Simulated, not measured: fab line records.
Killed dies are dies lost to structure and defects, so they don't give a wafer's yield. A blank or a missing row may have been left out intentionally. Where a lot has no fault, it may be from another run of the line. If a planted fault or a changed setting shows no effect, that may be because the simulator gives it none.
Which of the tools did it? ; flow n5_finfet ; 24 lots with 72 wafers sampled at 3 steps, on a route of 1938 steps

## WHAT THE GAUGES SHOWED, per wafer
N5_BEOL_M6_RS_MEAS_57: uses a four-point probe to measure.
lot;measured;on;M6_RS (ohm/sq)
L074;day 8 18:18;film_metro-01;0.284 0.272 0.279
L075;day 9 00:50;film_metro-01;0.272 0.269 0.280
L077;day 9 11:03;film_metro-01;0.272 0.276 0.283
L076;day 9 12:52;film_metro-01;0.281 0.288 0.280
L078;day 9 20:05;film_metro-02;0.286 0.283 0.277
L079;day 10 06:32;film_metro-02;0.281 0.277 0.284
L080;day 10 10:28;film_metro-01;0.286 0.288 0.294
L081;day 10 14:27;film_metro-01;0.290 0.294 0.294
L082;day 10 19:32;film_metro-01;0.273 0.297 0.283
L083;day 10 20:34;film_metro-02;0.298 0.292 0.294
L084;day 11 17:55;film_metro-02;0.283 0.284 0.272
L085;day 11 18:07;film_metro-01;0.283 0.284 0.270
L086;day 11 21:25;film_metro-02;0.280 0.279 0.284
L087;day 12 15:46;film_metro-02;0.274 0.284 0.281
L088;day 12 16:29;film_metro-02;0.288 0.295 0.279
L089;day 12 21:16;film_metro-01;0.278 0.279 0.286
L090;day 13 02:32;film_metro-01;0.282 0.285 0.277
L091;day 13 02:57;film_metro-01;0.287 0.287 0.289
L092;day 13 07:56;film_metro-01;0.299 0.294 0.279
L093;day 13 19:37;film_metro-01;0.277 0.278 0.287
L094;day 14 01:35;film_metro-02;0.272 0.281 0.271
L096;day 14 06:17;film_metro-02;0.297 0.298 0.285
L095;day 14 11:16;film_metro-01;0.290 0.274 0.289
L097;day 14 16:00;film_metro-02;0.291 0.298 0.283

N5_BEOL_M6_INSPECT_58: inspects for defects (darkfield).
lot;measured;on;raw_defect_count
L074;day 8 18:20;defect_inspect-01;57 69 63
L075;day 9 00:52;defect_inspect-02;54 99 72
L077;day 9 11:05;defect_inspect-02;75 129 138
L076;day 9 12:54;defect_inspect-01;43 51 61
L078;day 9 20:07;defect_inspect-02;89 90 116
L079;day 10 06:34;defect_inspect-02;65 56 73
L080;day 10 10:29;defect_inspect-02;70 65 55
L081;day 10 14:29;defect_inspect-02;96 83 73
L082;day 10 19:34;defect_inspect-02;67 51 66
L083;day 10 20:35;defect_inspect-01;78 64 79
L084;day 11 17:57;defect_inspect-01;85 86 54
L085;day 11 18:08;defect_inspect-01;53 81 38
L086;day 11 21:26;defect_inspect-02;114 81 105
L087;day 12 15:47;defect_inspect-02;62 78 98
L088;day 12 16:30;defect_inspect-01;61 81 72
L089;day 12 21:17;defect_inspect-01;110 65 49
L090;day 13 02:34;defect_inspect-01;75 73 107
L091;day 13 02:58;defect_inspect-02;46 59 61
L092;day 13 07:57;defect_inspect-01;83 52 66
L093;day 13 19:38;defect_inspect-02;54 64 46
L094;day 14 01:37;defect_inspect-01;59 38 36
L096;day 14 06:19;defect_inspect-01;72 68 79
L095;day 14 11:17;defect_inspect-01;38 56 68
L097;day 14 16:02;defect_inspect-01;53 77 56

## EACH LOT AND THE TOOL THAT RAN IT (in order: tool; ch and the chambers of the sampled wafers; start)
lot;N5_BEOL_M6_ALD_77
L074;ald_metal-01 ch 0,1,2, day 8 16:47
L075;ald_metal-01 ch 0,1,2, day 8 23:11
L077;ald_metal-02 ch 0,3, day 9 08:35
L076;ald_metal-01 ch 0,2,3, day 9 09:55
L078;ald_metal-01 ch 1,2,3, day 9 17:10
L079;ald_metal-01 ch 1,2,3, day 10 04:50
L080;ald_metal-02 ch 0,2,3, day 10 08:11
L081;ald_metal-02 ch 0,2,3, day 10 11:05
L082;ald_metal-02 ch 1,2, day 10 16:49
L083;ald_metal-04 ch 0,3, day 10 18:54
L084;ald_metal-01 ch 1,2, day 11 15:49
L085;ald_metal-04 ch 0,1,2, day 11 16:04
L086;ald_metal-04 ch 1,2,3, day 11 19:40
L087;ald_metal-02 ch 0,1,2, day 12 13:52
L088;ald_metal-04 ch 0,1,2, day 12 14:19
L089;ald_metal-02 ch 2,3, day 12 17:46
L090;ald_metal-01 ch 2,3, day 13 01:08
L091;ald_metal-02 ch 1,2,3, day 13 01:34
L092;ald_metal-04 ch 1,3, day 13 05:37
L093;ald_metal-01 ch 2,3, day 13 17:46
L094;ald_metal-01 ch 1,2, day 13 23:52
L096;ald_metal-04 ch 0,1,2, day 14 04:28
L095;ald_metal-04 ch 0,3, day 14 08:11
L097;ald_metal-04 ch 0,3, day 14 13:06
- N5_BEOL_M6_ALD_77: deposits TaN, target thk 2 nm, pulse time 2 s, purge time 3 s.

## WHAT THE TOOLS THEMSELVES READ (means of the sampled wafers that have a number; where no wafer has one, the mark that the record gives instead)
N5_BEOL_M6_ALD_77.
lot;tool;heater_power_w (W)
L074;ald_metal-01;484
L075;ald_metal-01;479
L077;ald_metal-02;479
L076;ald_metal-01;510
L078;ald_metal-01;477
L079;ald_metal-01;479
L080;ald_metal-02;467
L081;ald_metal-02;476
L082;ald_metal-02;447
L083;ald_metal-04;446
L084;ald_metal-01;517
L085;ald_metal-04;400
L086;ald_metal-04;408
L087;ald_metal-02;440
L088;ald_metal-04;406
L089;ald_metal-02;475
L090;ald_metal-01;501
L091;ald_metal-02;446
L092;ald_metal-04;422
L093;ald_metal-01;544
L094;ald_metal-01;449
L096;ald_metal-04;412
L095;ald_metal-04;454
L097;ald_metal-04;445

## THE ANSWER, worked out from the rows above alone
Rule: usual is defined by the lots themselves. The widest of any qualifying gaps counts: lots, ordered by their means at a reading, are off when they make up no more than a third of the lots, leave a main group of 4 or more, and stand apart from it by 3 or more times the standard deviation of that group's means. A main group whose means are all the same, to the digits that the tables above print for the reading, isn't used. A lot without any number at a reading at which 4 lots or more have one is off too. Any other lot the step has rows for is counted as sound. The gauges are gone through in route order, then the tools' own readings, and for those a lot's mean is taken as printed above. The first step at which some lot is off is used, and at that step the reading that is off furthest; a lot without a number counts as furthest.
No lot is off on any of the readings shown, so nothing can be concluded from this.

## WHAT THE SIMULATOR PUT IN
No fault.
